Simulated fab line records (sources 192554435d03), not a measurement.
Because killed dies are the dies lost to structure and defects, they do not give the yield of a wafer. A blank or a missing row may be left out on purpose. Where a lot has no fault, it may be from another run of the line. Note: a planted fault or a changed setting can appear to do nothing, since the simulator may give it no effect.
fab line records    flow n5Finfet
[record] lots = 7  wafers = 21
route steps=1938 shown ZERO_LAYER@9 WELL_APT@21 FIN_CUT@154 DUMMY_GATE@215 SD_EPI_N@288 SD_EPI_P@321
startH: the number of hours between the record's first day and the start of the first shown wafer of the lot    waitH: how many hours have passed since the lot's step before this one    " the same as in the row above    L1.1+2: a single row standing in for several wafers    - no value, or no start given    * or withheld: withheld    < > ~ a bound
route shown NAME@n: NAME is a module with steps in the file, n the number in the route of the first one    usual: mean/standard deviation taken from wafers without a fault    same: alike in all rows    chamber/n: place in a boat    sites: readings site by site    _std_site: how widely they spread, as a standard deviation    _edge_site: inner sites' mean taken away from outer sites' mean    radiusMm: how far each site lies from the wafer's centre    mask NAME#n: copy n    behind: the last tool/chamber to shape the wafer    hold: reason for holding the lot/hours on hold/outcome of the hold    device: names the non-switching transistor (n, p or np)    end of line: tests of these same wafers at the route's end    where a step has no rows: the recipe by itself    killed: dies that structure and defects cost at the first sort, which is not the same as the wafer's yield    map: dies across one wafer; x = killed, . = not, _ = none there
set.NAME: the setting the step ran with; set.NAME@STEP: the setting that earlier step ran with    model.NAME: the simulator's own value behind a step, which no gauge read
lots run with intentionally changed settings; tables by step, rows by wafer
[[steps]]
[step N5_ZERO_LAYER_EXPOSE_08]
[recipe] maskId = ZERO  na = 0.55  sourceShape = conventional  sigmaOuter = 0.8  polarization = unpolarized  defocusNm = 0  targetCdNm = 2000  doseMj = 16.2
lot.wafer   tool           chamber  startH  waitH  mask    set.doseMj
L074.2      krfScanner-01  0        12.47   -      ZERO#0  16.2
L074.3+4    "              0        "       "      ZERO#0  17
L080.2+6    krfScanner-01  0        48.64   -      ZERO#0  16.56
L080.3      "              0        "       "      ZERO#0  16.2
L082.4      krfScanner-02  0        60.61   -      ZERO#0  16.2
L082.5+6    "              0        "       "      ZERO#0  15.85
L086.1+4+5  krfScanner-01  0        84.46   -      ZERO#0  16.2
L089.1+4+6  krfScanner-02  0        102.61  -      ZERO#0  16.2
L091.1+4    krfScanner-02  0        114.46  -      ZERO#0  16.2
L091.6      "              0        "       "      ZERO#0  16.51
L093.3+4+6  krfScanner-01  0        126.60  -      ZERO#0  16.82
[step N5_ZERO_LAYER_DEVELOP_10]
[recipe] developTimeS = 60  rinseLiquid = diw  dry = airSpin  devTempC = 21
lot.wafer   tool           chamber  startH  waitH  set.developTimeS
L074.2      lithoTrack-05  0        -       -      60
L074.3+4    "              0        "       "      65.14
L080.2+3    lithoTrack-05  0        -       -      60
L080.6      "              0        "       "      72.48
L082.4+5+6  lithoTrack-03  0        -       -      72.23
L086.1+4+5  lithoTrack-03  0        -       -      60
L089.1      lithoTrack-03  0        -       -      60
L089.4+6    "              0        "       "      52.32
L091.1+6    lithoTrack-02  0        -       -      63.83
L091.4      "              0        "       "      60
L093.3+4+6  lithoTrack-02  0        -       -      60
[step N5_ZERO_LAYER_HARDBAKE_23]
[recipe] tempC = 130  timeS = 120
[step N5_ZERO_LAYER_CD_MEAS_11]
[recipe] targetCdNm = 2000  landingEnergyEv = 500  detector = seInlens
[usual] cdNm = 1999.0/2.3
lot.wafer  tool      chamber  startH  waitH  set.doseMj@ZERO_LAYER_EXPOSE_08  cdNm
L074.2     cdSem-03  0        12.64   -      16.2                             2001.3
L074.3     "         0        "       "      17                               2010.8
L074.4     "         0        "       "      17                               2011.5
L080.2     cdSem-03  0        48.81   -      16.56                            2001.7
L080.3     "         0        "       "      16.2                             1996.5
L080.6     "         0        "       "      16.56                            2004.8
L082.4     cdSem-01  0        60.77   -      16.2                             2001.8
L082.5     "         0        "       "      15.85                            1996.7
L082.6     "         0        "       "      15.85                            1996.9
L086.1     cdSem-03  0        84.64   -      16.2                             2002.1
L086.4     "         0        "       "      16.2                             2000.9
L086.5     "         0        "       "      16.2                             2000.8
L089.1     cdSem-02  0        102.78  -      16.2                             2004.6
L089.4     "         0        "       "      16.2                             1999.6
L089.6     "         0        "       "      16.2                             2001.0
L091.1     cdSem-01  0        114.64  -      16.2                             2000.2
L091.4     "         0        "       "      16.2                             1997.5
L091.6     "         0        "       "      16.51                            2002.5
L093.3     cdSem-03  0        126.77  -      16.82                            2007.3
L093.4     "         0        "       "      16.82                            2004.7
L093.6     "         0        "       "      16.82                            2005.4
[step N5_ZERO_LAYER_DESCUM_16]
[recipe] chemistry = O2  timeS = 7.9  sourcePowerW = 50  biasPowerW = 20  pressureMtorr = 20  rfFrequencyHz = 2.712e+07  tempC = 40  o2FlowSccm = 225
lot.wafer  tool        chamber  startH  waitH  set.doseMj@ZERO_LAYER_EXPOSE_08  model.ZERO_LAYER.cdNm
L074.2     rieDiel-04  0        12.68   0.0    16.2                             2002
L074.3+4   "           2,1      "       "      17                               2011
L080.2     rieDiel-02  3        48.85   0.0    16.56                            2002
L080.3     "           0        "       "      16.2                             1996
L080.6     "           2        "       "      16.56                            2005
L082.4     rieDiel-02  2        60.82   0.1    16.2                             2001
L082.5+6   "           1,0      "       "      15.85                            1997
L086.1     rieDiel-04  3        84.68   0.0    16.2                             2002
L086.4+5   "           0        "       "      16.2                             2001
L089.1     rieDiel-04  2        102.82  0.0    16.2                             2005
L089.4     "           1        "       "      16.2                             2000
L089.6     "           2        "       "      16.2                             2001
L091.1     rieDiel-02  2        114.68  0.0    16.2                             2000
L091.4     "           3        "       "      16.2                             1997
L091.6     "           1        "       "      16.51                            2002
L093.3     rieDiel-02  0        127.01  0.2    16.82                            2007
L093.4     "           2        "       "      16.82                            2005
L093.6     "           0        "       "      16.82                            2006
[step N5_WELL_APT_COAT_02]
[recipe] spinRpm = 1357  resistThkNm = 950
lot.wafer  tool           chamber  startH  waitH  set.spinRpm  model.coat_of_WELL_APT_COAT_02.thkNm
L074.2     lithoTrack-03  0        -       -      1357         947.6
L074.3     "              0        "       "      1357         948.2
L074.4     "              0        "       "      1245         993.6
L080.2     lithoTrack-04  0        -       -      1357         949.3
L080.3     "              0        "       "      1357         950.4
L080.6     "              0        "       "      1357         948
L082.4     lithoTrack-03  0        -       -      1252         989.7
L082.5     "              0        "       "      1252         992.3
L082.6     "              0        "       "      1357         948.4
L086.1     lithoTrack-03  0        -       -      1357         947.6
L086.4     "              0        "       "      1357         947.4
L086.5     "              0        "       "      1357         944.4
L089.1     lithoTrack-03  0        -       -      1357         947.7
L089.4     "              0        "       "      1357         948.1
L089.6     "              0        "       "      1357         948
L091.1     lithoTrack-01  0        -       -      1505         904.1
L091.4+6   "              0        "       "      1357         953.7
L093.3     lithoTrack-03  0        -       -      1288         971.2
L093.4     "              0        "       "      1357         949.8
L093.6     "              0        "       "      1357         946.5
[step N5_WELL_APT_PEB_06]
[recipe] pebTempC = 130  pebTimeS = 90
lot.wafer   tool           chamber  startH  waitH  set.pebTimeS
L074.2+4    lithoTrack-03  0        13.45   0.0    73.33
L074.3      "              0        "       "      90
L080.2      lithoTrack-04  0        49.74   0.0    90
L080.3+6    "              0        "       "      95.99
L082.4+6    lithoTrack-04  0        61.57   0.0    90
L082.5      "              0        "       "      110.1
L086.1+4+5  lithoTrack-01  0        85.58   0.1    90
L089.1+4    lithoTrack-03  0        103.73  0.1    90
L089.6      "              0        "       "      103.7
L091.1+4+6  lithoTrack-01  0        115.61  0.1    90
L093.3+6    lithoTrack-03  0        127.90  0.0    102.7
L093.4      "              0        "       "      90
[step N5_WELL_APT_DEVELOP_07]
[recipe] developTimeS = 45  rinseLiquid = surfactantRinse  dry = airSpin  devTempC = 21
[step N5_WELL_APT_HARDBAKE_12]
[recipe] tempC = 130  timeS = 120
[step N5_WELL_APT_CD_MEAS_08]
[recipe] targetCdNm = 200  landingEnergyEv = 500  detector = seInlens
[usual] cdNm = 199.5/1.6
lot.wafer  tool      chamber  startH  waitH  set.pebTimeS@WELL_APT_PEB_06  cdNm
L074.2     cdSem-03  0        13.57   -      73.33                         193.0
L074.3     "         0        "       "      90                            200.3
L074.4     "         0        "       "      73.33                         193.1
L080.2     cdSem-01  0        49.85   -      90                            198.4
L080.3     "         0        "       "      95.99                         199.5
L080.6     "         0        "       "      95.99                         200.5
L082.4     cdSem-03  0        61.69   -      90                            198.7
L082.5     "         0        "       "      110.1                         204.2
L082.6     "         0        "       "      90                            201.3
L086.1     cdSem-03  0        85.70   -      90                            198.8
L086.4     "         0        "       "      90                            199.9
L086.5     "         0        "       "      90                            199.3
L089.1     cdSem-03  0        103.85  -      90                            198.0
L089.4     "         0        "       "      90                            200.5
L089.6     "         0        "       "      103.7                         203.9
L091.1     cdSem-01  0        115.73  -      90                            201.9
L091.4     "         0        "       "      90                            198.2
L091.6     "         0        "       "      90                            202.5
L093.3     cdSem-02  0        128.02  -      102.7                         205.5
L093.4     "         0        "       "      90                            199.8
L093.6     "         0        "       "      102.7                         207.0
[step N5_FIN_CUT_COAT_18]
[recipe] resist = SOC  tempC = 250  timeS = 60  spinRpm = 1500  resistThkNm = 230
lot.wafer  tool           chamber  startH  waitH  set.spinRpm  model.SOC_of_FIN_CUT_COAT_18.thkNm
L074.2     lithoTrack-02  0        28.65   0.0    1419         236.4
L074.3     "              0        "       "      1500         230
L074.4     "              0        "       "      1419         236.6
L080.2     lithoTrack-01  0        63.06   0.0    1549         226.4
L080.3     "              0        "       "      1549         226.2
L080.6     "              0        "       "      1500         230
L082.4     lithoTrack-02  0        75.47   0.0    1500         230.2
L082.5     "              0        "       "      1410         237.8
L082.6     "              0        "       "      1410         237.6
L086.1     lithoTrack-02  0        98.49   0.0    1500         229.4
L086.4     "              0        "       "      1500         229.8
L086.5     "              0        "       "      1500         230
L089.1     lithoTrack-02  0        116.49  0.0    1500         229.6
L089.4     "              0        "       "      1627         220.6
L089.6     "              0        "       "      1500         229.8
L091.1+6   lithoTrack-04  0        127.84  0.0    1500         229
L091.4     "              0        "       "      1500         229.8
L093.3+4   lithoTrack-04  0        140.49  0.0    1500         229.6
L093.6     "              0        "       "      1596         222.8
[step N5_FIN_CUT_COAT_19]
[recipe] resist = SiARC  tempC = 220  timeS = 60  spinRpm = 1500  resistThkNm = 20
lot.wafer   tool           chamber  startH  waitH  set.spinRpm  model.SiARC_of_FIN_CUT_COAT_19.thkNm
L074.2      lithoTrack-02  0        -       -      1500         20.2
L074.3+4    "              0        "       "      1500         20
L080.2      lithoTrack-01  0        -       -      1500         20
L080.3+6    "              0        "       "      1636         19.2
L082.4+5+6  lithoTrack-02  0        -       -      1648         19
L086.1+4+5  lithoTrack-02  0        -       -      1500         20
L089.1+6    lithoTrack-02  0        -       -      1500         20.2
L089.4      "              0        "       "      1500         20
L091.1+6    lithoTrack-04  0        -       -      1500         20
L091.4      "              0        "       "      1396         20.6
L093.3+6    lithoTrack-04  0        -       -      1500         20
L093.4      "              0        "       "      1500         20.2
[step N5_FIN_CUT_COAT_29]
[recipe] resist = underlayer  tempC = 205  timeS = 60  spinRpm = 1500  resistThkNm = 10
[step N5_FIN_CUT_COAT_02]
[recipe] resist = CAR-EUV  spinRpm = 1500  resistThkNm = 30
[step N5_FIN_CUT_DESCUM_13]
[recipe] chemistry = O2  timeS = 7  sourcePowerW = 50  biasPowerW = 20  pressureMtorr = 20  rfFrequencyHz = 2.712e+07  tempC = 40  resist = CAR-EUV  o2FlowSccm = 225
[step N5_FIN_CUT_ETCH_30]
[recipe] chemistry = N2/H2  target = underlayer  targetDepthA = 130  maskMaterial = CAR-EUV  timeS = 10.4  ionEnergyEv = 200  pressureMtorr = 30  sourceW = 840  biasW = 150  n2FlowSccm = 200  h2FlowSccm = 200  ends = cleared
[step N5_FIN_CUT_ETCH_20]
[recipe] chemistry = CF4  target = SiARC  targetDepthA = 260  maskMaterial = CAR-EUV  timeS = 43.3  ionEnergyEv = 80  pressureMtorr = 40  sourceW = 545  biasW = 36  Ar_flow_sccm = 100  cf4FlowSccm = 100  ends = cleared
lot.wafer  tool        chamber  startH  waitH  set.spinRpm@FIN_CUT_COAT_19  model.etch.depthNm
L074.2     rieDiel-04  0        29.38   0.0    1500                         20.12
L074.3+4   "           1,3      "       "      1500                         20.07
L080.2     rieDiel-05  2        63.98   0.0    1500                         20.01
L080.3+6   "           1,3      "       "      1636                         19.13
L082.4     rieDiel-02  1        76.04   0.0    1648                         19.03
L082.5     "           1        "       "      1648                         19.06
L082.6     "           2        "       "      1648                         19.09
L086.1     rieDiel-05  2        99.51   0.0    1500                         20.05
L086.4     "           3        "       "      1500                         20.04
L086.5     "           0        "       "      1500                         20.06
L089.1     rieDiel-05  0        117.07  0.0    1500                         20.21
L089.4     "           2        "       "      1500                         20.07
L089.6     "           1        "       "      1500                         20.13
L091.1     rieDiel-02  1        128.41  0.0    1500                         20.05
L091.4     "           2        "       "      1396                         20.68
L091.6     "           1        "       "      1500                         20.04
L093.3+6   rieDiel-02  3,1      141.12  0.0    1500                         20.08
L093.4     "           2        "       "      1500                         20.12
[step N5_FIN_CUT_ETCH_21]
[recipe] chemistry = N2/H2  target = SOC  targetDepthA = 2190  overetchA = 438  maskMaterial = SiARC  tempC = 40  ionEnergyEv = 100  biasW = 61  timeS = 523.5  pressureMtorr = 30  sourceW = 850  n2FlowSccm = 200  h2FlowSccm = 200
lot.wafer  tool        chamber  startH  waitH  set.spinRpm@FIN_CUT_COAT_18  set.spinRpm@FIN_CUT_COAT_19  model.etch.depthNm  model.SiARC_of_FIN_CUT_COAT_19.thkNm
L074.2     rieDiel-04  0        29.42   0.0    1419                         1500                         236.4               12
L074.3     "           1        "       "      1500                         1500                         230.1               12.4
L074.4     "           3        "       "      1419                         1500                         236.5               12
L080.2     rieDiel-05  2        64.02   0.0    1549                         1500                         226.4               12
L080.3     "           1        "       "      1549                         1636                         226.1               11
L080.6     "           3        "       "      1500                         1636                         230                 11
L082.4     rieDiel-02  1        76.08   0.0    1500                         1648                         230.3               10.6
L082.5     "           1        "       "      1410                         1648                         237.7               10.8
L082.6     "           2        "       "      1410                         1648                         237.6               10.6
L086.1     rieDiel-05  2        99.55   0.0    1500                         1500                         229.4               12
L086.4     "           3        "       "      1500                         1500                         229.9               11.8
L086.5     "           0        "       "      1500                         1500                         229.9               12
L089.1     rieDiel-05  0        117.10  0.0    1500                         1500                         229.6               12.2
L089.4     "           2        "       "      1627                         1500                         220.6               12.2
L089.6     "           1        "       "      1500                         1500                         229.9               12
L091.1     rieDiel-02  1        128.45  0.0    1500                         1500                         229                 11.8
L091.4     "           2        "       "      1500                         1396                         229.9               12.4
L091.6     "           1        "       "      1500                         1500                         229.1               11.8
L093.3     rieDiel-02  3        141.15  0.0    1500                         1500                         229.6               11.8
L093.4     "           2        "       "      1500                         1500                         229.7               11.8
L093.6     "           1        "       "      1596                         1500                         222.8               11.8
[step N5_DUMMY_GATE_CVD_03]
[recipe] material = a-Si  targetThkA = 1500  tempC = 530  precursor = SiH4  timeS = 8042
lot.wafer  tool      chamber     startH  waitH  set.tempC  model.a-Si_of_DUMMY_GATE_CVD_03.thkNm
L074.2     -         -           -       0.1    553.8      287.2
L074.3     "         -           "       "      553.8      286.6
L074.4     "         -           "       "      553.8      287.4
L080.2+3   -         -           -       0.1    530        148.8
L080.6     "         -           "       "      530        147.8
L082.4     -         -           -       3.8    530        150.6
L082.5     "         -           "       "      530        150.4
L082.6     "         -           "       "      530        150.2
L086.1+5   lpcvd-01  1/90,1/109  109.34  0.1    530        152.6
L086.4     "         1/104       "       "      530        152.2
L089.1+6   -         -           -       0.1    513.1      93.8
L089.4     "         -           "       "      513.1      93.4
L091.1     -         -           -       0.1    530        149.6
L091.4     "         -           "       "      530        148.2
L091.6     "         -           "       "      530        148.6
L093.3+4   -         -           -       2.4    536.6      183
L093.6     "         -           "       "      536.6      182.4
[step N5_SD_EPI_N_EPI_21]
[recipe] material = Si:P  dopant = P  tempC = 680  pressureTorr = 255  timeS = 690
lot.wafer  tool         chamber  startH  waitH  set.epiGrowthTimeS  model.Si-P_of_SD_EPI_N_EPI_21.thkNm
L074.2     epiRpcvd-03  0        53.12   0.5    690                 60.6
L074.3     "            0        "       "      761.1               64.2
L074.4     "            0        "       "      761.1               63.8
L080.2     epiRpcvd-04  0        87.36   0.4    690                 59
L080.3     "            0        "       "      624.2               55.2
L080.6     "            0        "       "      690                 58.8
L082.4     epiRpcvd-03  0        103.63  0.9    690                 60.2
L082.5     "            0        "       "      634.5               56.4
L082.6     "            0        "       "      634.5               56.2
L086.1     epiRpcvd-03  0        121.98  0.1    690                 57
L086.4     "            0        "       "      690                 58.2
L086.5     "            0        "       "      690                 57.6
L089.1+6   epiRpcvd-04  0        139.75  0.1    690                 58.8
L089.4     "            0        "       "      690                 58.4
L091.1     epiRpcvd-03  0        151.28  0.1    690                 58.6
L091.4     "            0        "       "      690                 59.6
L091.6     "            0        "       "      690                 58.8
L093.3     epiRpcvd-03  0        169.31  0.7    690                 57.6
L093.4     "            0        "       "      690                 58
L093.6     "            0        "       "      626.6               54.6
[step N5_SD_EPI_P_EPI_21]
[recipe] material = SiGe:B  dopant = B  tempC = 550  pressureTorr = 20  ambient = H2  timeS = 355
lot.wafer  tool         chamber  startH  waitH  set.tempC  model.SiGe-B_of_SD_EPI_P_EPI_21.thkNm
L074.2     epiRpcvd-04  0        57.77   0.5    550        62.2
L074.3     "            0        "       "      550        60.8
L074.4     "            0        "       "      550        61.2
L080.2     epiRpcvd-04  0        91.66   0.5    550        60.6
L080.3     "            0        "       "      552.1      63.8
L080.6     "            0        93.10   1.8    552.1      64.2
L082.4     epiRpcvd-02  0        108.12  1.1    551.1      62.2
L082.5+6   "            0        "       "      550        61
L086.1     epiRpcvd-01  0        126.53  0.1    550        61.4
L086.4     "            0        127.61  1.1    550        62.4
L086.5     "            0        "       "      550        61.6
L089.1     epiRpcvd-02  0        143.87  0.1    550        61.4
L089.4     "            0        144.95  1.1    546        56.4
L089.6     "            0        "       "      546        56
L091.1+6   epiRpcvd-02  0        155.89  0.2    550        60.2
L091.4     "            0        157.33  1.5    548        57
L093.3     epiRpcvd-02  0        173.66  0.8    553.6      68
L093.4     "            0        "       "      550        62.6
L093.6     "            0        "       "      553.6      68.6
[step N5_SD_EPI_P_EPI_MEAS_23]
[recipe] mode = xrd
[usual] thkNm = 61.0/1.2
lot.wafer  tool          chamber  startH  waitH  set.tempC@SD_EPI_P_EPI_21  thkNm
L074.2     filmMetro-02  -        59.61   1.5    550                        61.2
L074.3     "             -        "       "      550                        62.5
L074.4     "             -        "       "      550                        61.9
L080.2     filmMetro-02  -        93.50   1.5    550                        62.8
L080.3     "             -        "       "      552.1                      64.3
L080.6     "             -        "       "      552.1                      63.9
L082.4     filmMetro-01  -        109.24  0.8    551.1                      62.4
L082.5     "             -        "       "      550                        59.4
L082.6     "             -        "       "      550                        59.5
L086.1     filmMetro-02  -        128.73  1.8    550                        59.4
L086.4     "             -        "       "      550                        59.9
L086.5     "             -        "       "      550                        62.6
L089.1     filmMetro-01  -        146.07  1.8    550                        63.3
L089.4     "             -        "       "      546                        54.7
L089.6     "             -        "       "      546                        56.5
L091.1     filmMetro-01  -        158.81  2.4    550                        60.6
L091.4     "             -        "       "      548                        56.8
L091.6     "             -        "       "      550                        60.2
L093.3     filmMetro-01  -        175.14  1.1    553.6                      67.3
L093.4     "             -        "       "      550                        61.5
L093.6     "             -        "       "      553.6                      69.0
[step N5_SD_EPI_P_HM_STRIP_48]
[recipe] chemistry = H3PO4  tempC = 160  material = SiNx  target = SiNx  targetDepthA = 30  overetchFraction = 0.3
lot.wafer  tool         chamber  startH  waitH  set.tempC@SD_EPI_P_EPI_21  model.SiGe-B_of_SD_EPI_P_EPI_21.thkNm
L074.2     wetBench-05  0        59.64   0.0    550                        61.8
L074.3     "            1        "       "      550                        60.4
L074.4     "            3        "       "      550                        60.8
L080.2     wetBench-02  3        93.53   0.0    550                        60.2
L080.3     "            5        "       "      552.1                      63.6
L080.6     "            0        "       "      552.1                      64
L082.4     wetBench-02  2        109.27  0.0    551.1                      61.8
L082.5+6   "            0,7      "       "      550                        60.6
L086.1     wetBench-05  6        128.76  0.0    550                        61
L086.4     "            5        "       "      550                        62.2
L086.5     "            7        "       "      550                        61.2
L089.1     wetBench-05  3        146.10  0.0    550                        61.2
L089.4     "            1        "       "      546                        56
L089.6     "            7        "       "      546                        55.8
L091.1     wetBench-05  7        158.84  0.0    550                        60
L091.4     "            2        "       "      548                        56.8
L091.6     "            4        "       "      550                        59.8
L093.3     wetBench-05  6        175.17  0.0    553.6                      67.6
L093.4     "            1        "       "      550                        62.2
L093.6     "            3        "       "      553.6                      68.2
[step N5_SD_EPI_P_SRD_49]
[recipe] dry = ipaMarangoni  timeS = 30  tempC = 23  rinseLiquid = diw
[step N5_SD_EPI_P_PRECLEAN_24]
[recipe] chemistry = O3/DIW  timeS = 45  tempC = 22  o3Ppm = 10
lot.wafer  tool         chamber  startH  waitH  set.epiGrowthTimeS@SD_EPI_N_EPI_21  set.tempC@SD_EPI_P_EPI_21  model.Si-P_of_SD_EPI_N_EPI_21.thkNm  model.SiGe-B_of_SD_EPI_P_EPI_21.thkNm
L074.2     wetBench-05  0        59.71   0.0    690                                 550                        59.8                                 61.6
L074.3     "            1        "       "      761.1                               550                        63.2                                 60.4
L074.4     "            3        "       "      761.1                               550                        63                                   60.8
L080.2     wetBench-02  3        93.62   0.0    690                                 550                        58.2                                 60
L080.3     "            5        "       "      624.2                               552.1                      54.6                                 63.4
L080.6     "            0        "       "      690                                 552.1                      58                                   63.8
L082.4     wetBench-02  2        109.35  0.0    690                                 551.1                      59.2                                 61.6
L082.5     "            0        "       "      634.5                               550                        55.6                                 60.6
L082.6     "            7        "       "      634.5                               550                        55.4                                 60.4
L086.1     wetBench-05  6        128.83  0.0    690                                 550                        56.2                                 60.8
L086.4     "            5        "       "      690                                 550                        57.4                                 62
L086.5     "            7        "       "      690                                 550                        56.8                                 61.2
L089.1     wetBench-05  3        146.17  0.0    690                                 550                        58                                   61
L089.4     "            1        "       "      690                                 546                        57.6                                 56
L089.6     "            7        "       "      690                                 546                        58                                   55.6
L091.1     wetBench-05  7        158.91  0.0    690                                 550                        57.8                                 59.8
L091.4     "            2        "       "      690                                 548                        58.8                                 56.6
L091.6     "            4        "       "      690                                 550                        58                                   59.6
L093.3     wetBench-05  6        175.24  0.0    690                                 553.6                      56.8                                 67.4
L093.4     "            1        "       "      690                                 550                        57.2                                 62.2
L093.6     "            3        "       "      626.6                               553.6                      53.8                                 68
[[key]]
[split] step = N5_ZERO_LAYER_EXPOSE_08  setting = doseMj  stated = 16.2  by = wafer
[response] step = N5_ZERO_LAYER_CD_MEAS_11  reading = cdNm  change = +2.16  per = 1%  r = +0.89
[response] step = N5_ZERO_LAYER_DESCUM_16  reading = model.ZERO_LAYER.cdNm  change = +2.07  per = 1%  r = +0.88
[split] step = N5_ZERO_LAYER_DEVELOP_10  setting = developTimeS  stated = 60  by = wafer
response none clear
[split] step = N5_WELL_APT_COAT_02  setting = spinRpm  stated = 1357  by = wafer
[response] step = N5_WELL_APT_COAT_02  reading = model.coat_of_WELL_APT_COAT_02.thkNm  change = -5.01  per = 1%  r = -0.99
[split] step = N5_WELL_APT_PEB_06  setting = pebTimeS  stated = 90  by = wafer
[response] step = N5_WELL_APT_CD_MEAS_08  reading = cdNm  change = +0.306  per = 1%  r = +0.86
[split] step = N5_FIN_CUT_COAT_18  setting = spinRpm  stated = 1500  by = wafer
[response] step = N5_FIN_CUT_COAT_18  reading = model.SOC_of_FIN_CUT_COAT_18.thkNm  change = -1.13  per = 1%  r = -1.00
[response] step = N5_FIN_CUT_ETCH_21  reading = model.etch.depthNm  change = -1.13  per = 1%  r = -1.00
[split] step = N5_FIN_CUT_COAT_19  setting = spinRpm  stated = 1500  by = wafer
[response] step = N5_FIN_CUT_COAT_19  reading = model.SiARC_of_FIN_CUT_COAT_19.thkNm  change = -0.0876  per = 1%  r = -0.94
[response] step = N5_FIN_CUT_ETCH_20  reading = model.etch.depthNm  change = -0.0952  per = 1%  r = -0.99
[response] step = N5_FIN_CUT_ETCH_21  reading = model.SiARC_of_FIN_CUT_COAT_19.thkNm  change = -0.102  per = 1%  r = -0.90
[split] step = N5_DUMMY_GATE_CVD_03  setting = tempC  stated = 530  by = lot
[response] step = N5_DUMMY_GATE_CVD_03  reading = model.a-Si_of_DUMMY_GATE_CVD_03.thkNm  change = +25.7  per = 1%  r = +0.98
[split] step = N5_SD_EPI_N_EPI_21  setting = epiGrowthTimeS  stated = 690  by = wafer
[response] step = N5_SD_EPI_N_EPI_21  reading = model.Si-P_of_SD_EPI_N_EPI_21.thkNm  change = +0.379  per = 1%  r = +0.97
[response] step = N5_SD_EPI_P_PRECLEAN_24  reading = model.Si-P_of_SD_EPI_N_EPI_21.thkNm  change = +0.365  per = 1%  r = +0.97
[split] step = N5_SD_EPI_P_EPI_21  setting = tempC  stated = 550  by = wafer
[response] step = N5_SD_EPI_P_EPI_21  reading = model.SiGe-B_of_SD_EPI_P_EPI_21.thkNm  change = +8.01  per = 1%  r = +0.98
[response] step = N5_SD_EPI_P_EPI_MEAS_23  reading = thkNm  change = *  per = 1%  r = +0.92
[response] step = N5_SD_EPI_P_HM_STRIP_48  reading = model.SiGe-B_of_SD_EPI_P_EPI_21.thkNm  change = +8.1  per = 1%  r = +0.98
[response] step = N5_SD_EPI_P_PRECLEAN_24  reading = model.SiGe-B_of_SD_EPI_P_EPI_21.thkNm  change = +7.92  per = 1%  r = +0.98
